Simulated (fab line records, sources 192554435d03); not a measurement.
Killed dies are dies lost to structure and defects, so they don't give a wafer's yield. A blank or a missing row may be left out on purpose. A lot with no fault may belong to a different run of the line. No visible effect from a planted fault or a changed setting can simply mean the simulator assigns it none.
Struck lot and sound lot, side by side || flow n5_finfet || 21 steps out of a route of 1938
Sound: the wafers L167.2, L167.4, L167.6. Wafers L176.3, L176.5, L176.6 were the ones struck. The cause is given at the end.
For every step that has rows: the tool of each side, followed by ch and its chambers, followed by its first start. Under that, the readings that differ: sound wafers || struck wafers || difference of the means || sigmas: that difference in standard deviations of wafers without a fault.
alike: readings whose means differ by less than 2 such deviations, and words and numbers that are the same on both sides. not compared: withheld readings, readings that some wafer has no value for, bounds like >300 that may hide the same value, and numbers for which the record gives no deviation and whose values overlap.
Wherever a step has rows on one side only, a row that says differs or no value, or a row with sigmas, the two part there. Numbers that don't overlap but have no deviation are shown without sigmas and don't part them. A reading missing from all wafers of one side parts the sides only when that side holds two or more wafers.

first, 8 steps without rows for these wafers: N5_BEOL_M6_SPUTTER_48 (material Cu, target thk 10 nm, time 1.667 s); N5_BEOL_M6_ECD_50 (material Cu, target thk 300 nm); N5_BEOL_M6_ANNEAL_51 (time 90 s); N5_BEOL_M6_CMP_52 (polishes, stops on SiCOH lowk, t overpolish 6.9 s, target thk 80 nm); N5_BEOL_M6_PRE_CLEAN_55 (time 15 s); N5_BEOL_M6_DEP_56 (deposits SiCN from 3MS/NH3, target thk 10 nm, time 17.5 s); N5_BEOL_M7_ILD_DEP_00 (deposits SiCOH lowk from DEMS/porogen, target thk 179.75 nm, time 33.4 s); N5_BEOL_M7_CURE_74 (cures SiCOH lowk, time 240 s).
N5_BEOL_M7_PECVD_70: deposits SiO2 from TEOS/O2, target thk 20 nm, time 22.7 s.
  sound on pecvd-01 ch 0,2, day 9 02:29; struck on pecvd-01 ch 0,1,2, day 11 17:24
  alike: heater_power_outer_w, heater_power_w, showerhead_plenum_p_Torr, throttle_valve_pct
then, 9 steps without rows for these wafers: N5_BEOL_M7_HM_DEP_02 (deposits TiN, target thk 20 nm); N5_BEOL_M7_COAT_59 (time 60 s, resist thk 100 nm); N5_BEOL_M7_COAT_60 (time 60 s, resist thk 35 nm); N5_BEOL_M7_COAT_05 (resist thk 90 nm); N5_BEOL_M7_EBR_07; N5_BEOL_M7_SOFTBAKE_06 (time 60 s); N5_BEOL_M7_EXPOSE_08 (exposes mask M7); N5_BEOL_M7_PEB_09 (peb time 60 s); N5_BEOL_M7_DEVELOP_10 (develop time 30 s).
N5_BEOL_M7_INSPECT_13: inspects for defects (brightfield).
  struck on defect_inspect-01, day 11 19:14; sound on defect_inspect-02, day 9 04:13
{"reading": "raw_defect_count", "sound": "512 374 482", "struck": "1026 1139 993", "difference": "+597", "sigmas": "+6"}
then, 1 step without rows for these wafers: N5_BEOL_M7_DESCUM_16 (chemistry O2, time 7.9 s).
-- here the record skips 3 days between the struck wafers' starts before and after, leaving off in module BEOL_M7 and picking up in module PASSIVATION (first step shown: number 1936 of the route) --
N5_PASSIVATION_PROBE_49:
  struck on prober-01, day 15 00:20; sound on prober-02, day 12 14:47
{"reading": "defect_limited_yield (%)", "sound": "90.7 90.6 92.0", "struck": "80.5 80.8 82.4", "difference": -9.9, "sigmas": -8}
{"reading": "killed_at_M4_up", "sound": "11 12 7", "struck": "147 115 133", "difference": "+122", "sigmas": "+28"}
{"reading": "killed_dies", "sound": "110 111 94", "struck": "230 226 208", "difference": "+116", "sigmas": "+8"}
{"reading": "killed_on_rim", "sound": "13 23 8", "struck": "18 32 31", "difference": "+12", "sigmas": "+4"}
{"reading": "sort_bin_5_function (%)", "sound": "5.5 5.8 4.7", "struck": "12.1 12.2 11.3", "difference": "+6.5", "sigmas": "+8"}
{"reading": "sort_n_pass", "sound": "1070 1069 1086", "struck": "950 954 972", "difference": -116, "sigmas": -8}
{"reading": "sort_yield_pct (%)", "sound": "90.7 90.6 92.0", "struck": "80.5 80.8 82.4", "difference": -9.9, "sigmas": -8}
  alike: killed_at_M0_to_M3, killed_at_contacts, killed_at_front_end, killed_at_other, killed_open, killed_short, sort_bin_6_memory

## WHERE THEY PART
Last at N5_PASSIVATION_PROBE_49 as far as this record goes, first at N5_BEOL_M7_INSPECT_13.

WHY: what had been put in by the simulator
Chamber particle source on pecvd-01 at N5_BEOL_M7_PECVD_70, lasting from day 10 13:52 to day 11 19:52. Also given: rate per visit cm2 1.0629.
